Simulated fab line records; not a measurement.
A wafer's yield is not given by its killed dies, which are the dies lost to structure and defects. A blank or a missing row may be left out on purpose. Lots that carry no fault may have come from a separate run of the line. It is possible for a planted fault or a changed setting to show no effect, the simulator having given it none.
Comparing a struck lot with a sound one | flow n5Finfet | 25 steps out of a route of 1938
Sound: these wafers, L861.1, L861.4, L861.6. Struck: wafer L848.1 (left out: L848.4, L848.5 of the same lot, which were not struck); the cause appears at the end.
For every step that has rows: the tool of each side, followed by ch and its chambers, followed by its first start. Under that, the readings that differ: sound wafers | struck wafers | difference of the means | sigmas: that difference in standard deviations of wafers without a fault.
alike: readings with means less than 2 such deviations apart, plus words and numbers identical on both sides. not compared: withheld readings, readings lacking a value on some wafer, bounds such as >300 that could conceal the same value, and numbers that have no deviation in the record and whose values overlap.
The two part at a step that has a row with sigmas, a row that says differs or no value, or rows on one side only. Numbers that don't overlap but have no deviation are shown without sigmas and don't part them. A reading missing from all wafers of one side parts the sides only when that side holds two or more wafers.

first, 10 steps without rows for these wafers: N5_BEOL_M11_CURE_72 (cures SiCOH lowk, time 120 s); N5_BEOL_M11_DEGAS_44 (time 60 s); N5_BEOL_M11_PRE_CLEAN_45 (time 30 s); N5_BEOL_M11_ALD_74 (deposits TaN, target thk 2 nm, pulse time 2 s, purge time 3 s); N5_BEOL_M11_SURFACE_TREAT_76; N5_BEOL_M11_CVD_75 (deposits Co from CCTBA/H2, target thk 2 nm, time 138.9 s); N5_BEOL_M11_SPUTTER_48 (material Cu, target thk 12 nm, time 2 s); N5_BEOL_M11_ECD_50 (material Cu, target thk 318 nm); N5_BEOL_M11_ANNEAL_51 (time 90 s); N5_BEOL_M11_CMP_52 (polishes, stops on SiCOH lowk, t overpolish 7 s, target thk 140 nm).
N5_BEOL_M11_PRE_CLEAN_55: time 15 s.
  sound on pecvd-03 ch 0,2, day 16 12:45; struck on pecvd-03 ch 0,1,2, day 13 01:35
then, 1 step without rows for these wafers: N5_BEOL_M11_DEP_56 (deposits SiCN from 3MS/NH3, target thk 30 nm, time 10.5 s).
N5_BEOL_M11_INSPECT_58: inspects for defects (darkfield).
  sound: defectInspect-01 at day 16 12:52; struck: defectInspect-02 at day 13 01:43
reading        | sound    | struck | difference | sigmas
rawDefectCount | 71 80 75 | 462    | +387       | +20
then, 9 steps without rows for these wafers: N5_BEOL_M12_ILD_DEP_00 (deposits SiOC from DEMS/O2, target thk 658.92 nm, time 130.7 s); N5_BEOL_M12_COAT_58 (time 60 s, resist thk 89 nm); N5_BEOL_M12_COAT_04 (resist thk 400 nm); N5_BEOL_M12_EBR_06; N5_BEOL_M12_SOFTBAKE_05 (time 60 s); N5_BEOL_M12_EXPOSE_07 (exposes mask V11); N5_BEOL_M12_PEB_08 (peb time 90 s); N5_BEOL_M12_DEVELOP_09 (develop time 45 s); N5_BEOL_M12_HARDBAKE_14 (time 120 s).
N5_BEOL_M12_INSPECT_12: inspects for defects (macro).
  sound: defectInspect-01 at day 16 13:31; struck: defectInspect-01 at day 13 02:22
reading        | sound | struck | difference | sigmas
rawDefectCount | 0 1 0 | >300   | differs    | 
then, 1 step without rows for these wafers: N5_BEOL_M12_DESCUM_15 (chemistry O2, time 7.9 s).
N5_PASSIVATION_PROBE_49:
  only the struck wafers here have rows in the record (prober-02, day 14 22:00); the sound ones have none

WHERE THEY PART
At N5_BEOL_M11_INSPECT_58 first; at N5_PASSIVATION_PROBE_49 last (within this record only).

WHY: what had been put in by the simulator
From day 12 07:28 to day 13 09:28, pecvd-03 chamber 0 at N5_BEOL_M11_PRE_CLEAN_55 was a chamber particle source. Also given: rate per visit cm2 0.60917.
